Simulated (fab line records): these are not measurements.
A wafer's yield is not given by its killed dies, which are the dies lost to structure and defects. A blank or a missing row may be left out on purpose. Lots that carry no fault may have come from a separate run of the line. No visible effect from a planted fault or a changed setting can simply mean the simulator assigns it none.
fab line records	flow n5_finfet	part 1 of 2: steps 1 to 4 of 6
record: lots: 24	wafers: 72	last_day: 17
route steps=1938 shown SDB@356 HKMG_FIN@388
lots that met no fault: taken from a fault-free run of the same line
start_h: the number of hours between the record's first day and the start of the first shown wafer of the lot	wait_h: hours from the lot's prior step to this one	" unchanged from the row above	L1.1+2: a single row standing in for several wafers	- value missing, or start not given	* or withheld: withheld	< > ~ a bound
route shown NAME@n: names a module that has steps shown in the file, with the first one's number in the route	usual: average and standard deviation across the fault-free wafers	same: alike in all rows	chamber/n: place in a boat	sites: each site's reading	_std_site: standard deviation of those values	_edge_site: inner sites' mean taken away from outer sites' mean	radius_mm: how far each site lies from the wafer's centre	mask NAME#n: copy n	behind: the last tool/chamber to shape the wafer	hold: what put the lot on hold/how long, in hours/how the hold closed	device: which transistor (n, p or np) failed to switch	end of line: the same wafers' tests at the end of the route	step lacking rows: just its recipe	killed: the dies lost at the first sort to structure and to defects; this is not the yield of the wafer	map: dies across one wafer; x = killed, . = not, _ = none there
set.NAME: the setting the step ran with; set.NAME@STEP: the setting that earlier step ran with	model.NAME: the simulator's own value behind a step, which no gauge read
steps of the route over a sample of lots; a table a step, a row a wafer
services: a tool's chamber out of use, with start hour (start_h, from the record's first day; less than 0 if before it), hours out, and reason
== steps ==
step: N5_SDB_CD_MEAS_11
recipe: target_cd_nm: 50	landing_energy_ev: 500	detector: se_inlens	polarity: opening
usual: cd_nm: 50.0/0.83
lot.wafer	tool	chamber	start_h	wait_h	cd_nm
L074.1	cd_sem-01	0	67.37	-	49.5
L074.4	"	0	"	"	48.8
L074.5	"	0	"	"	49.8
L075.3	cd_sem-01	0	72.79	-	49.0
L075.4	"	0	"	"	49.6
L075.6	"	0	"	"	50.3
L076.3	cd_sem-01	0	77.55	-	51.5
L076.4	"	0	"	"	50.6
L076.6	"	0	"	"	50.7
L077.4	cd_sem-02	0	84.70	-	49.0
L077.5	"	0	"	"	48.7
L077.6	"	0	"	"	49.5
L078.2	cd_sem-03	0	90.71	-	49.9
L078.4	"	0	"	"	50.1
L078.5	"	0	"	"	50.4
L079.2	cd_sem-01	0	96.18	-	51.7
L079.3	"	0	"	"	50.2
L079.5	"	0	"	"	49.9
L080.1	cd_sem-03	0	100.72	-	50.4
L080.4	"	0	"	"	49.2
L080.6	"	0	"	"	49.7
L081.1	cd_sem-01	0	108.06	-	50.4
L081.3	"	0	"	"	50.8
L081.6	"	0	"	"	50.8
L082.2	cd_sem-01	0	115.46	-	49.8
L082.3	"	0	"	"	49.9
L082.5	"	0	"	"	50.7
L083.1	cd_sem-02	0	118.61	-	49.9
L083.4	"	0	"	"	48.8
L083.5	"	0	"	"	50.7
L084.2	cd_sem-01	0	127.25	-	51.3
L084.4	"	0	"	"	50.9
L084.6	"	0	"	"	50.3
L085.2	cd_sem-01	0	131.16	-	50.1
L085.3	"	0	"	"	49.9
L085.4	"	0	"	"	50.2
L086.1	cd_sem-01	0	141.86	-	49.9
L086.3	"	0	"	"	50.9
L086.5	"	0	"	"	51.2
L087.2	cd_sem-02	0	142.37	-	50.0
L087.4	"	0	"	"	49.8
L087.5	"	0	"	"	50.7
L088.1	cd_sem-02	0	153.00	-	48.2
L088.2	"	0	"	"	47.9
L088.5	"	0	"	"	47.9
L089.3	cd_sem-03	0	154.48	-	50.8
L089.4	"	0	"	"	48.8
L089.5	"	0	"	"	49.4
L090.3	cd_sem-03	0	162.64	-	49.9
L090.4	"	0	"	"	50.1
L090.5	"	0	"	"	50.6
L091.1	cd_sem-03	0	168.79	-	50.4
L091.2	"	0	"	"	49.5
L091.4	"	0	"	"	50.2
L092.2	cd_sem-03	0	172.62	-	49.5
L092.4	"	0	"	"	49.9
L092.5	"	0	"	"	48.2
L093.1	cd_sem-03	0	181.22	-	50.3
L093.4	"	0	"	"	49.5
L093.5	"	0	"	"	50.6
L094.1	cd_sem-03	0	187.93	-	50.1
L094.2	"	0	"	"	51.1
L094.3	"	0	"	"	50.6
L095.2	cd_sem-03	0	191.40	-	49.2
L095.4	"	0	"	"	49.2
L095.6	"	0	"	"	49.4
L096.3	cd_sem-01	0	196.98	-	50.0
L096.4	"	0	"	"	49.7
L096.5	"	0	"	"	50.0
L097.4	cd_sem-01	0	208.02	-	48.7
L097.5	"	0	"	"	48.3
L097.6	"	0	"	"	48.5
step: N5_SDB_STRIP_21
recipe: chemistry: CF4	resist: SiARC	power_w: 300	bias_power_w: 75	pressure_mtorr: 50	cf4_flow_sccm: 150	rf_frequency_hz: 6e+07
usual: cf4_flow_sccm: 150.0/0.49	drypump_motor_current_A: 5.6/0.45	oes_product_au: 0.81/0.077	rf_vpp_V: 271.1/1.5	showerhead_plenum_p_Torr: 1.79/0.058	throttle_valve_pct: 13.50/0.2
lot.wafer	tool	chamber	start_h	wait_h	cf4_flow_sccm	drypump_motor_current_A	oes_product_au	rf_hours_counter_h	rf_vpp_V	showerhead_plenum_p_Torr	throttle_valve_pct
L074.1	rie_diel-04	2	67.66	0.0	150.4	6.0	0.92	10	272.7	1.82	13.08
L074.4	"	1	"	"	150.2	5.9	0.87	37	270.8	1.75	13.48
L074.5	"	3	"	"	150.3	5.0	0.90	-	270.3	1.83	13.43
L075.3	rie_diel-04	0	73.09	0.0	149.6	5.0	0.73	193	267.7	1.71	13.66
L075.4	"	2	"	"	151.0	6.0	0.93	11	271.9	1.82	13.07
L075.6	"	0	"	"	149.9	5.0	0.73	-	269.9	1.71	13.66
L076.3	rie_diel-05	0	77.84	0.0	150.1	5.7	0.82	89	273.2	1.87	13.53
L076.4	"	1	"	"	149.0	5.9	0.88	-	271.6	1.84	13.11
L076.6	"	0	"	"	151.0	5.7	0.81	-	272.6	1.87	13.52
L077.4	rie_diel-02	0	85.24	0.0	150.4	6.8	0.70	207	269.4	1.71	13.48
L077.5	"	0	"	"	149.4	6.8	0.71	-	271.2	1.71	13.48
L077.6	"	1	"	"	150.7	6.0	0.74	-	269.1	1.73	13.64
L078.2	rie_diel-02	3	91.34	0.0	149.0	5.3	0.85	42	271.5	1.83	13.36
L078.4	"	1	"	"	150.5	5.9	0.74	158	269.4	1.73	13.64
L078.5	"	3	"	"	149.2	5.3	0.84	-	271.9	1.82	13.36
L079.2	rie_diel-02	1	96.48	0.0	149.9	5.9	0.73	159	271.1	1.73	13.63
L079.3	"	0	"	"	149.8	6.8	0.71	211	270.1	1.71	13.49
L079.5	"	2	"	"	149.5	5.6	0.94	-	273.9	1.90	13.47
L080.1	rie_diel-04	0	101.02	0.0	150.0	5.0	0.72	200	269.4	1.71	13.69
L080.4	"	1	"	"	149.4	5.8	0.85	46	269.9	1.75	13.51
L080.6	"	0	"	"	149.7	5.0	0.72	-	270.2	1.71	13.68
L081.1	rie_diel-04	1	108.36	0.0	150.3	5.9	0.85	49	269.7	1.75	13.52
L081.3	"	0	"	"	148.7	5.0	0.72	203	270.1	1.71	13.68
L081.6	"	0	"	"	149.6	5.1	0.72	-	269.4	1.71	13.69
L082.2	rie_diel-05	3	115.76	0.0	150.2	5.7	0.94	5	269.1	1.77	13.62
L082.3	"	2	"	"	149.4	5.8	0.70	235	269.3	1.77	13.78
L082.5	"	1	"	"	150.3	5.9	0.85	-	271.2	1.83	13.14
L083.1	rie_diel-05	1	118.91	0.0	150.0	5.9	0.85	43	272.5	1.83	13.15
L083.4	"	2	"	"	150.5	5.8	0.70	236	270.9	1.77	13.76
L083.5	"	1	"	"	149.7	5.9	0.86	-	270.8	1.83	13.15
L084.2	rie_diel-04	3	127.72	0.0	150.2	5.0	0.86	41	273.2	1.83	13.48
L084.4	"	1	"	"	151.0	5.9	0.83	-	270.2	1.74	13.54
L084.6	"	0	"	"	149.0	5.0	0.71	-	269.0	1.71	13.70
L085.2	rie_diel-05	1	131.72	0.0	150.3	5.9	0.84	47	271.7	1.83	13.17
L085.3	"	3	"	"	150.1	5.7	0.91	10	270.7	1.77	13.62
L085.4	"	1	"	"	149.7	5.9	0.85	-	272.3	1.83	13.14
L086.1	rie_diel-02	0	142.15	0.0	151.0	6.8	0.69	227	269.4	1.71	13.51
L086.3	"	3	"	"	149.4	5.3	0.82	59	271.9	1.82	13.40
L086.5	"	3	"	"	150.2	5.3	0.82	-	271.8	1.82	13.39
L087.2	rie_diel-05	3	142.67	0.0	150.4	5.7	0.90	14	270.3	1.77	13.65
L087.4	"	0	"	"	149.9	5.7	0.80	111	271.8	1.87	13.56
L087.5	"	3	"	"	150.3	5.6	0.90	-	269.9	1.77	13.64
L088.1	rie_diel-05	3	153.29	0.0	149.6	5.7	0.89	18	271.0	1.76	13.66
L088.2	"	1	"	"	149.5	5.9	0.83	55	272.8	1.83	13.14
L088.5	"	3	"	"	150.7	5.7	0.89	-	270.3	1.76	13.65
L089.3	rie_diel-04	1	154.78	0.0	149.6	5.8	0.82	71	269.0	1.74	13.56
L089.4	"	2	"	"	150.4	6.0	0.89	33	273.2	1.82	13.13
L089.5	"	2	"	"	150.2	6.0	0.88	-	271.7	1.82	13.12
L090.3	rie_diel-04	2	163.61	0.0	150.0	6.0	0.88	37	270.4	1.82	13.14
L090.4	"	3	"	"	150.7	5.0	0.84	56	271.7	1.82	13.52
L090.5	"	1	"	"	149.8	5.8	0.82	-	269.6	1.74	13.57
L091.1	rie_diel-04	3	169.13	0.0	150.5	5.0	0.84	58	271.8	1.82	13.51
L091.2	"	2	"	"	150.5	6.0	0.88	38	271.3	1.82	13.14
L091.4	"	2	"	"	150.1	6.0	0.88	-	271.5	1.82	13.14
L092.2	rie_diel-05	3	172.96	0.0	149.5	5.7	0.88	25	270.8	1.76	13.67
L092.4	"	0	"	"	149.4	5.7	0.79	-	272.4	1.86	13.60
L092.5	"	3	"	"	148.5	5.7	0.88	-	270.5	1.76	13.66
L093.1	rie_diel-05	3	181.52	0.0	150.1	5.7	0.86	30	270.1	1.76	13.67
L093.4	"	0	"	"	150.5	5.7	0.78	-	273.7	1.86	13.60
L093.5	"	1	"	"	150.2	5.9	0.81	-	270.8	1.83	13.20
L094.1	rie_diel-02	2	188.23	0.0	149.4	5.6	0.88	43	274.0	1.89	13.55
L094.2	"	3	"	"	150.3	5.3	0.81	75	271.7	1.82	13.43
L094.3	"	1	"	"	149.7	5.9	0.71	193	271.1	1.72	13.71
L095.2	rie_diel-02	3	191.69	0.0	149.5	5.3	0.81	76	272.8	1.82	13.41
L095.4	"	2	"	"	150.4	5.6	0.89	44	274.4	1.89	13.55
L095.6	"	2	"	"	149.8	5.6	0.88	-	274.4	1.89	13.55
L096.3	rie_diel-04	3	197.28	0.0	149.5	5.0	0.83	69	272.2	1.82	13.55
L096.4	"	3	"	"	149.8	5.0	0.82	-	270.6	1.82	13.55
L096.5	"	0	"	"	150.0	5.0	0.70	-	268.7	1.70	13.74
L097.4	rie_diel-04	0	208.31	0.0	150.6	5.0	0.70	228	270.2	1.70	13.75
L097.5	"	3	"	"	150.1	5.0	0.81	-	271.4	1.82	13.55
L097.6	"	0	"	"	150.3	5.0	0.71	-	268.2	1.70	13.75
step: N5_SDB_THK_MEAS_31
recipe: reads: a-Si_of_DUMMY_GATE_CVD_03
usual: SDB_THK: 64.2/0.94
lot.wafer	tool	chamber	start_h	wait_h	SDB_THK[nm]
L074.1	film_metro-01	-	71.41	-	65.2
L074.4	"	-	"	"	63.7
L074.5	"	-	"	"	65.2
L075.3	film_metro-02	-	76.72	-	65.8
L075.4	"	-	"	"	64.4
L075.6	"	-	"	"	64.1
L076.3	film_metro-02	-	81.46	-	65.3
L076.4	"	-	"	"	63.5
L076.6	"	-	"	"	64.5
L077.4	film_metro-01	-	88.90	-	64.3
L077.5	"	-	"	"	64.1
L077.6	"	-	"	"	63.8
L078.2	film_metro-01	-	95.08	-	65.8
L078.4	"	-	"	"	64.5
L078.5	"	-	"	"	64.9
L079.2	film_metro-01	-	100.10	-	64.2
L079.3	"	-	"	"	65.6
L079.5	"	-	"	"	64.2
L080.1	film_metro-02	-	104.88	-	64.4
L080.4	"	-	"	"	63.3
L080.6	"	-	"	"	63.3
L081.1	film_metro-01	-	111.98	-	65.5
L081.3	"	-	"	"	65.2
L081.6	"	-	"	"	64.6
L082.2	film_metro-01	-	119.71	-	62.2
L082.3	"	-	"	"	63.3
L082.5	"	-	"	"	63.4
L083.1	film_metro-02	-	122.52	-	64.2
L083.4	"	-	"	"	63.4
L083.5	"	-	"	"	63.9
L084.2	film_metro-01	-	131.79	-	64.7
L084.4	"	-	"	"	64.8
L084.6	"	-	"	"	63.7
L085.2	film_metro-02	-	135.71	-	62.7
L085.3	"	-	"	"	63.8
L085.4	"	-	"	"	64.0
L086.1	film_metro-02	-	145.82	-	65.5
L086.3	"	-	"	"	65.8
L086.5	"	-	"	"	65.0
L087.2	film_metro-01	-	146.60	-	63.5
L087.4	"	-	"	"	63.0
L087.5	"	-	"	"	63.4
L088.1	film_metro-02	-	157.18	-	65.2
L088.2	"	-	"	"	66.0
L088.5	"	-	"	"	64.7
L089.3	film_metro-02	-	158.39	-	62.9
L089.4	"	-	"	"	61.9
L089.5	"	-	"	"	63.7
L090.3	film_metro-02	-	167.26	-	63.0
L090.4	"	-	"	"	65.1
L090.5	"	-	"	"	64.7
L091.1	film_metro-01	-	172.74	-	65.0
L091.2	"	-	"	"	65.7
L091.4	"	-	"	"	65.7
L092.2	film_metro-01	-	176.67	-	64.2
L092.4	"	-	"	"	64.1
L092.5	"	-	"	"	63.6
L093.1	film_metro-02	-	185.22	-	64.6
L093.4	"	-	"	"	63.9
L093.5	"	-	"	"	64.3
L094.1	film_metro-01	-	191.92	-	63.9
L094.2	"	-	"	"	63.3
L094.3	"	-	"	"	64.6
L095.2	film_metro-01	-	195.65	-	64.0
L095.4	"	-	"	"	63.6
L095.6	"	-	"	"	64.5
L096.3	film_metro-01	-	200.91	-	65.6
L096.4	"	-	"	"	63.6
L096.5	"	-	"	"	63.9
L097.4	film_metro-02	-	211.93	-	65.0
L097.5	"	-	"	"	63.6
L097.6	"	-	"	"	63.1
step: N5_HKMG_FIN_ALD_74
recipe: material: La2O3	target_thk_a: 5	temp_c: 250	ald_precursor_family: La-Cp	ald_co_reactant: O3	pulse_time_s: 6	co_reactant_pulse_time_s: 1	purge_time_s: 3	co_reactant_purge_time_s: 3
usual: heater_power_w: 346/29	precursor_pulse_height_rel: 0.997/0.022
lot.wafer	tool	chamber	start_h	wait_h	heater_power_w	precursor_pulse_height_rel
L074.1	ald_hk-03	3	72.61	0.3	354	0.989
L074.4	"	0	"	"	337	0.988
L074.5	"	3	"	"	351	0.961
L075.3	ald_hk-02	3	77.75	0.1	409	1.004
L075.4	"	1	"	"	323	1.018
L075.6	"	0	"	"	306	0.996
L076.3	ald_hk-03	1	82.47	0.1	395	0.980
L076.4	"	3	"	"	352	0.992
L076.6	"	3	"	"	347	0.977
L077.4	ald_hk-02	3	89.92	0.1	410	0.986
L077.5	"	3	"	"	409	0.996
L077.6	"	2	"	"	319	0.954
L078.2	ald_hk-02	0	96.34	0.2	304	1.011
L078.4	"	3	"	"	408	0.958
L078.5	"	0	"	"	303	0.952
L079.2	ald_hk-03	1	101.14	0.2	375	1.032
L079.3	"	0	"	"	337	0.967
L079.5	"	0	"	"	325	0.986
L080.1	ald_hk-03	2	105.90	0.2	351	1.024
L080.4	"	3	"	"	346	1.001
L080.6	"	3	"	"	348	1.029
L081.1	ald_hk-02	2	113.14	0.2	325	1.028
L081.3	"	3	"	"	404	0.993
L081.6	"	2	"	"	320	1.000
L082.2	ald_hk-02	1	120.93	0.2	339	0.979
L082.3	"	0	"	"	302	1.016
L082.5	"	2	"	"	318	0.992
L083.1	ald_hk-03	1	123.55	0.2	389	1.006
L083.4	"	3	"	"	348	0.999
L083.5	"	0	"	"	327	0.997
L084.2	ald_hk-03	3	132.97	0.2	345	0.967
L084.4	"	0	"	"	333	1.001
L084.6	"	3	"	"	347	1.030
L085.2	ald_hk-01	1	136.79	0.2	332	1.011
L085.3	"	2	"	"	328	1.015
L085.4	"	0	"	"	339	1.049
L086.1	ald_hk-03	3	146.84	0.2	339	1.022
L086.3	"	2	"	"	347	1.011
L086.5	"	3	"	"	347	1.025
L087.2	ald_hk-01	2	147.61	0.2	328	1.007
L087.4	"	3	"	"	357	0.982
L087.5	"	2	"	"	323	0.995
L088.1	ald_hk-01	3	158.19	0.2	365	0.998
L088.2	"	0	"	"	339	0.977
L088.5	"	0	"	"	340	0.988
L089.3	ald_hk-01	0	159.41	0.1	336	1.014
L089.4	"	2	"	"	328	0.958
L089.5	"	2	"	"	327	0.994
L090.3	ald_hk-03	0	168.34	0.1	324	0.990
L090.4	"	1	"	"	383	0.974
L090.5	"	0	"	"	328	1.012
L091.1	ald_hk-02	3	173.90	0.2	416	0.966
L091.2	"	1	"	"	330	1.008
L091.4	"	2	"	"	320	0.984
L092.2	ald_hk-02	3	177.68	0.2	421	0.995
L092.4	"	1	"	"	334	0.983
L092.5	"	3	"	"	409	0.976
L093.1	ald_hk-01	2	186.24	0.2	330	0.990
L093.4	"	1	"	"	334	1.014
L093.5	"	1	"	"	336	1.019
L094.1	ald_hk-01	0	192.94	0.2	332	0.982
L094.2	"	1	"	"	336	0.984
L094.3	"	2	"	"	335	1.009
L095.2	ald_hk-03	1	196.83	0.2	390	1.044
L095.4	"	0	"	"	337	1.013
L095.6	"	1	"	"	389	0.981
L096.3	ald_hk-03	1	201.93	0.1	379	1.004
L096.4	"	3	"	"	344	1.004
L096.5	"	3	"	"	348	0.996
L097.4	ald_hk-01	1	213.13	0.1	337	1.027
L097.5	"	3	"	"	355	0.984
L097.6	"	2	"	"	335	0.954
